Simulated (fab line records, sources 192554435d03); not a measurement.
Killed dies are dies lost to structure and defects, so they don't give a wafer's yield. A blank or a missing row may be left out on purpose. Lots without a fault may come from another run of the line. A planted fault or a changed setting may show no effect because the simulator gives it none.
A struck lot beside a sound one | flow n5_finfet | 34 steps out of a route of 1938
Sound: wafers L785.1, L785.4, L785.6. Struck: wafers L787.1, L787.3, L787.5. The cause comes at the end.
At each step with rows: each side's tool, then ch and its chambers, then its first start. Under that, the readings that differ: sound wafers | struck wafers | difference of the means | sigmas: that difference in standard deviations of wafers without a fault.
alike: readings whose means differ by less than 2 such deviations, and words and numbers that are the same on both sides. not compared: withheld readings, readings that some wafer has no value for, bounds like >300 that may hide the same value, and numbers for which the record gives no deviation and whose values overlap.
The two part at a step that has a row with sigmas, a row that says differs or no value, or rows on one side only. Numbers that don't overlap but have no deviation are shown without sigmas and don't part them. A reading that every wafer of one side lacks parts them only if that side has two wafers or more.

first, 10 steps without rows for these wafers: N5_BEOL_M9_STRIP_36 (strips in N2/H2); N5_BEOL_M9_TRENCH_ETCH_37 (etches SiCOH lowk in C4F6/O2, target depth 151.43 nm, time 49 s); N5_BEOL_M9_ETCH_41 (etches SiCN in CH3F/O2, target depth 36.6 nm, time 70.1 s); N5_BEOL_M9_STRIP_80 (strips in N2/H2, time 10 s); N5_BEOL_M9_HM_STRIP_39 (strips TiN in peroxide tin strip, target depth 25 nm, time 158 s); N5_BEOL_M9_SRD_40 (time 30 s); N5_BEOL_M9_PRECLEAN_42 (cleans in residue remover, time 60 s); N5_BEOL_M9_SRD_43 (time 30 s); N5_BEOL_M9_CURE_72 (cures SiCOH lowk, time 120 s); N5_BEOL_M9_DEGAS_44 (time 60 s).
N5_BEOL_M9_PRE_CLEAN_45: time 30 s.
  sound on pvd_sputter-01, day 15 15:01; struck on pvd_sputter-01, day 16 08:20
  alike: heater_power_w
then, 22 steps without rows for these wafers: N5_BEOL_M9_ALD_74 (deposits TaN, target thk 2 nm, pulse time 2 s, purge time 3 s); N5_BEOL_M9_SURFACE_TREAT_79; N5_BEOL_M9_CVD_78 (deposits Co from CCTBA/H2, target thk 2 nm, time 138.9 s); N5_BEOL_M9_SPUTTER_48 (material Cu, target thk 12 nm, time 2 s); N5_BEOL_M9_ECD_50 (material Cu, target thk 318 nm); N5_BEOL_M9_ANNEAL_51 (time 90 s); N5_BEOL_M9_CMP_52 (polishes, stops on SiCOH lowk, t overpolish 7 s, target thk 140 nm); N5_BEOL_M9_PRE_CLEAN_55 (time 15 s); N5_BEOL_M9_DEP_56 (deposits SiCN from 3MS/NH3, target thk 15 nm, time 26.5 s); N5_BEOL_M10_ILD_DEP_00 (deposits SiCOH lowk from DEMS/porogen, target thk 308.51 nm, time 58 s); N5_BEOL_M10_CURE_71 (cures SiCOH lowk, time 240 s); N5_BEOL_M10_PECVD_70 (deposits SiO2 from TEOS/O2, target thk 20 nm, time 22.7 s); N5_BEOL_M10_HM_DEP_02 (deposits TiN, target thk 20 nm); N5_BEOL_M10_COAT_59 (time 60 s, resist thk 100 nm); N5_BEOL_M10_COAT_60 (time 60 s, resist thk 30 nm); N5_BEOL_M10_COAT_05 (resist thk 90 nm); N5_BEOL_M10_EBR_07; N5_BEOL_M10_SOFTBAKE_06 (time 60 s); N5_BEOL_M10_EXPOSE_08 (exposes mask M10); N5_BEOL_M10_PEB_09 (peb time 60 s); N5_BEOL_M10_DEVELOP_10 (develop time 30 s); N5_BEOL_M10_DESCUM_16 (chemistry O2, time 7.9 s).
-- the record jumps here: 3 days lie between the struck wafers' starts before and after (it left off in module BEOL_M10 and takes up again in module PASSIVATION, whose first step shown is number 1936 of the route) --
N5_PASSIVATION_PROBE_49:
  the record has rows for the struck wafers here (prober-02, day 19 02:40) and none for the sound ones

WHERE THEY PART
Only at N5_PASSIVATION_PROBE_49, within this record.

WHY: what the simulator had put in
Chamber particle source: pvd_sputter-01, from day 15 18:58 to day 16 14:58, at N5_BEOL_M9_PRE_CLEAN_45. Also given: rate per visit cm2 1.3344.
